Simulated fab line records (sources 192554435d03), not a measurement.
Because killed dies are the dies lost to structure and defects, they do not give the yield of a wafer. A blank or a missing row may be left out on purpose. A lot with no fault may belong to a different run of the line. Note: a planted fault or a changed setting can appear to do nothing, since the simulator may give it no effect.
Split-lot trial / flow n5Finfet / 21 wafers read from 7 lots, route of 1938 steps

## THE SPLIT ITSELF
At N5_DUMMY_GATE_COAT_28 (time 60 s, resist thk 10 nm), the setting spinRpm was moved away from the recipe's 1500 rpm on 8 of the 21 wafers read, by -9.3% to +7.7%. All remaining wafers had this setting at the recipe value.

The reading is taken at the split's own step.

## THE READING
underlayer_of_DUMMY_GATE_COAT_28.thkNm (the simulator's own value, which no gauge read), in nm, at N5_DUMMY_GATE_COAT_28 (time 60 s, resist thk 10 nm). The file gives no usual value for it.

wafer=L074.2; tool, chamber at the split=lithoTrack-05, 0; spinRpm as run, rpm=1500; against the recipe=recipe; underlayer_of_DUMMY_GATE_COAT_28.thkNm, nm=10; against lot-mates on the recipe=-
wafer=L074.3; tool, chamber at the split=lithoTrack-05, 0; spinRpm as run, rpm=1562; against the recipe=+4.1%; underlayer_of_DUMMY_GATE_COAT_28.thkNm, nm=9.8; against lot-mates on the recipe=-0.2
wafer=L074.4; tool, chamber at the split=lithoTrack-05, 0; spinRpm as run, rpm=1562; against the recipe=+4.1%; underlayer_of_DUMMY_GATE_COAT_28.thkNm, nm=9.8; against lot-mates on the recipe=-0.2
wafer=L075.4; tool, chamber at the split=lithoTrack-05, 0; spinRpm as run, rpm=1500; against the recipe=recipe; underlayer_of_DUMMY_GATE_COAT_28.thkNm, nm=10; against lot-mates on the recipe=-
wafer=L075.6; tool, chamber at the split=lithoTrack-05, 0; spinRpm as run, rpm=1500; against the recipe=recipe; underlayer_of_DUMMY_GATE_COAT_28.thkNm, nm=10; against lot-mates on the recipe=-
wafer=L075.5; tool, chamber at the split=lithoTrack-05, 0; spinRpm as run, rpm=1361; against the recipe=-9.3%; underlayer_of_DUMMY_GATE_COAT_28.thkNm, nm=10.4; against lot-mates on the recipe=+0.4
wafer=L078.1; tool, chamber at the split=lithoTrack-03, 0; spinRpm as run, rpm=1500; against the recipe=recipe; underlayer_of_DUMMY_GATE_COAT_28.thkNm, nm=10; against lot-mates on the recipe=-
wafer=L078.2; tool, chamber at the split=lithoTrack-03, 0; spinRpm as run, rpm=1500; against the recipe=recipe; underlayer_of_DUMMY_GATE_COAT_28.thkNm, nm=10; against lot-mates on the recipe=-
wafer=L078.5; tool, chamber at the split=lithoTrack-03, 0; spinRpm as run, rpm=1500; against the recipe=recipe; underlayer_of_DUMMY_GATE_COAT_28.thkNm, nm=10; against lot-mates on the recipe=-
wafer=L080.2; tool, chamber at the split=lithoTrack-02, 0; spinRpm as run, rpm=1500; against the recipe=recipe; underlayer_of_DUMMY_GATE_COAT_28.thkNm, nm=10; against lot-mates on the recipe=-
wafer=L080.5; tool, chamber at the split=lithoTrack-02, 0; spinRpm as run, rpm=1500; against the recipe=recipe; underlayer_of_DUMMY_GATE_COAT_28.thkNm, nm=10; against lot-mates on the recipe=-
wafer=L080.6; tool, chamber at the split=lithoTrack-02, 0; spinRpm as run, rpm=1376; against the recipe=-8.3%; underlayer_of_DUMMY_GATE_COAT_28.thkNm, nm=10.4; against lot-mates on the recipe=+0.4
wafer=L086.2; tool, chamber at the split=lithoTrack-05, 0; spinRpm as run, rpm=1500; against the recipe=recipe; underlayer_of_DUMMY_GATE_COAT_28.thkNm, nm=10; against lot-mates on the recipe=-
wafer=L086.3; tool, chamber at the split=lithoTrack-05, 0; spinRpm as run, rpm=1500; against the recipe=recipe; underlayer_of_DUMMY_GATE_COAT_28.thkNm, nm=10; against lot-mates on the recipe=-
wafer=L086.5; tool, chamber at the split=lithoTrack-05, 0; spinRpm as run, rpm=1500; against the recipe=recipe; underlayer_of_DUMMY_GATE_COAT_28.thkNm, nm=10; against lot-mates on the recipe=-
wafer=L092.1; tool, chamber at the split=lithoTrack-03, 0; spinRpm as run, rpm=1615; against the recipe=+7.7%; underlayer_of_DUMMY_GATE_COAT_28.thkNm, nm=9.6; against lot-mates on the recipe=-0.4
wafer=L092.6; tool, chamber at the split=lithoTrack-03, 0; spinRpm as run, rpm=1615; against the recipe=+7.7%; underlayer_of_DUMMY_GATE_COAT_28.thkNm, nm=9.6; against lot-mates on the recipe=-0.4
wafer=L092.5; tool, chamber at the split=lithoTrack-03, 0; spinRpm as run, rpm=1500; against the recipe=recipe; underlayer_of_DUMMY_GATE_COAT_28.thkNm, nm=10; against lot-mates on the recipe=-
wafer=L093.1; tool, chamber at the split=lithoTrack-05, 0; spinRpm as run, rpm=1500; against the recipe=recipe; underlayer_of_DUMMY_GATE_COAT_28.thkNm, nm=10; against lot-mates on the recipe=-
wafer=L093.2; tool, chamber at the split=lithoTrack-05, 0; spinRpm as run, rpm=1571; against the recipe=+4.7%; underlayer_of_DUMMY_GATE_COAT_28.thkNm, nm=9.8; against lot-mates on the recipe=-0.2
wafer=L093.6; tool, chamber at the split=lithoTrack-05, 0; spinRpm as run, rpm=1571; against the recipe=+4.7%; underlayer_of_DUMMY_GATE_COAT_28.thkNm, nm=9.8; against lot-mates on the recipe=-0.2

FIT RESULTS
A straight line over all 21 wafers: underlayer_of_DUMMY_GATE_COAT_28.thkNm changes by -0.0475 nm for each +1% of spinRpm; r = -1.00; the points scatter about the line by 0.017 nm.
The same after taking each lot's own level away (the mean of its wafers on the recipe; 21 wafers): -0.0475 nm for each +1%; r = -1.00; scatter 0.017 nm.
Per that fit: largest spinRpm move, reading shift of 0.44 nm.
The lots' own levels span 10.00 to 10.00 nm.
The two slopes are in agreement: the lot-to-lot level therefore moves the slope only a little.
Check: +0.456 nm against its lot-mates is what the line predicts for one of the wafers moved furthest among these (-9.3%) when that wafer is left out of the fit. Against them it came out at +0.4 nm.

## ADDITIONAL SPLITS CARRIED BY THESE WAFERS
Before the reading, these wafers also passed through other splits. Each is held against what the fit with the lots' levels taken away leaves over:
other split on the same wafers=N5_ZERO_LAYER_PECVD_02 timeS; wafers away from the commonest value=7; r with underlayer_of_DUMMY_GATE_COAT_28.thkNm (lot level and that fit taken away)=-0.29
other split on the same wafers=N5_ZERO_LAYER_EXPOSE_08 doseMj; wafers away from the commonest value=7; r with underlayer_of_DUMMY_GATE_COAT_28.thkNm (lot level and that fit taken away)=-0.20
other split on the same wafers=N5_WELL_APT_COAT_19 spinRpm; wafers away from the commonest value=10; r with underlayer_of_DUMMY_GATE_COAT_28.thkNm (lot level and that fit taken away)=+0.24
other split on the same wafers=N5_FIN_SAQP_COAT_49 spinRpm; wafers away from the commonest value=6; r with underlayer_of_DUMMY_GATE_COAT_28.thkNm (lot level and that fit taken away)=+0.13
other split on the same wafers=N5_FIN_SAQP_DESCUM_21 timeS; wafers away from the commonest value=7; r with underlayer_of_DUMMY_GATE_COAT_28.thkNm (lot level and that fit taken away)=+0.61
other split on the same wafers=N5_FIN_CUT_ETCH_21 biasW; wafers away from the commonest value=4; r with underlayer_of_DUMMY_GATE_COAT_28.thkNm (lot level and that fit taken away)=+0.11

## THE FILE'S OWN FIT
underlayer_of_DUMMY_GATE_COAT_28.thkNm changes by -0.0469 nm for each +1% of spinRpm, r = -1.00.
